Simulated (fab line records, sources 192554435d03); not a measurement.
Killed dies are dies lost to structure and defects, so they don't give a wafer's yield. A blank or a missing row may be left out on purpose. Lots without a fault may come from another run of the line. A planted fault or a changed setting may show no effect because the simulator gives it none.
Chamber matching | flow n5_finfet | N5_BEOL_M8_CMP_52 on cmp-01: 4 sister chambers
The step polishes, stops on SiCOH lowk, t overpolish 6.9 s, target thk 80 nm. 14 wafers are shown with their chamber, then 7 later ones without.

WAFERS WITH THEIR CHAMBER
wafer  | chamber | motor_current_A (A) | time_to_endpoint_s (s) | barrier_field_endpoint_s (s)
L074.1 | 1       | 5.0                 | 60                     | 28.0
L074.3 | 0       | 6.5                 | 61                     | 28.0
L074.4 | 2       | 5.8                 | 63                     | 29.2
L079.2 | 2       | 5.9                 | 61                     | 29.2
L079.4 | 3       | 5.1                 | 56                     | 28.3
L079.5 | 0       | 6.3                 | 61                     | 28.9
L080.1 | 2       | 5.8                 | 62                     | 28.1
L080.4 | 0       | 6.6                 | 61                     | 28.8
L080.5 | 1       | 4.9                 | 58                     | 28.7
L087.2 | 1       | 4.8                 | 56                     | 28.1
L087.4 | 2       | 6.1                 | 62                     | 29.6
L087.6 | 2       | 6.1                 | 63                     | 29.5
L090.2 | 2       | 6.1                 | 61                     | 28.3
L090.3 | 3       | 4.6                 | 54                     | 27.6

SIGNATURES (means of the wafers above)
reading                  | chamber 0 | chamber 1 | chamber 2 | chamber 3 | scatter within a chamber
motor_current_A          | 6.467     | 4.900     | 5.967     | 4.850     | 0.175
time_to_endpoint_s       | 61.00     | 58.00     | 62.00     | 55.00     | 1.18
barrier_field_endpoint_s | 28.567    | 28.267    | 28.983    | 27.950    | 0.548
Rule: a wafer's distance from a chamber is the root of the sum, over the readings, of the square of ((its reading less the chamber's mean) divided by the reading's scatter). The wafer belongs to the nearest chamber; if the next one is less than 2 further off, it can't be placed. The scatter: the root of (the sum of the squares of (reading less its chamber's mean) over the shown wafers, divided by (wafers less chambers)).

WAFERS WITHOUT THEIR CHAMBER
wafer  | motor_current_A (A) | time_to_endpoint_s (s) | barrier_field_endpoint_s (s)
L090.5 | 6.1                 | 59                     | 27.8
L089.1 | 6.4                 | 62                     | 27.5
L089.3 | 4.5                 | 60                     | 28.5
L089.6 | 4.7                 | 59                     | 28.3
L091.3 | 5.0                 | 59                     | 29.0
L091.4 | 4.9                 | 57                     | 28.4
L091.6 | 6.5                 | 64                     | 29.7

WHICH CHAMBER EACH WENT THROUGH
wafer  | from the rows above     | in truth
L090.5 | can't be placed: 0 or 2 | 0
L089.1 | can't be placed: 0 or 2 | 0
L089.3 | can't be placed: 1 or 3 | 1
L089.6 | 1                       | 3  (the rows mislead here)
L091.3 | 1                       | 1
L091.4 | can't be placed: 1 or 3 | 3
L091.6 | can't be placed: 0 or 2 | 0
Placed correctly: 1 of 7. Can't be placed from these rows: 5 (the true chamber is among the candidates in 5). Placed wrongly: 1.
